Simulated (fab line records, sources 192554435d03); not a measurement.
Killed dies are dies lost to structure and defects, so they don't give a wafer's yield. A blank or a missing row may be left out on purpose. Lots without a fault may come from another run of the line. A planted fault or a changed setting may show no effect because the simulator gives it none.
Chamber matching | flow n5_finfet | N5_FIN_CUT_STRIP_24 on rie_diel-03: 4 sister chambers
The step strips in CF4. 4 wafers are shown with their chamber, then 7 later ones without.

WAFERS WITH THEIR CHAMBER
wafer  | chamber | drypump_motor_current_A (A)
L082.6 | 0       | 5.3
L089.6 | 1       | 5.8
L093.1 | 3       | 6.5
L093.5 | 2       | 6.6

WAFERS WITHOUT THEIR CHAMBER
wafer  | drypump_motor_current_A (A)
L093.6 | 6.4
L094.2 | 6.4
L094.3 | 6.6
L094.5 | 6.4
L097.2 | 5.3
L097.4 | 6.6
L097.5 | 5.8

WHICH CHAMBER EACH WENT THROUGH
wafer  | from the rows above     | in truth
L093.6 | can't be placed: 3 or 2 | 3
L094.2 | can't be placed: 3 or 2 | 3
L094.3 | can't be placed: 2 or 3 | 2
L094.5 | can't be placed: 3 or 2 | 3
L097.2 | 0                       | 0
L097.4 | can't be placed: 2 or 3 | 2
L097.5 | 1                       | 1
Placed correctly: 2 of 7. Can't be placed from these rows: 5 (the true chamber is among the candidates in 5). Placed wrongly: 0.
How it was worked out, from the rows above alone: a wafer's distance from a chamber is the root of the sum, over the readings, of the square of ((its reading less the chamber's mean) divided by the reading's scatter). The wafer belongs to the nearest chamber; if the next one is less than 2 further off, it can't be placed. A chamber's mean is the mean of its shown wafers. The scatter: with one shown wafer a chamber, the root of the mean of the squares of how far each hidden wafer lies from its nearest shown one.
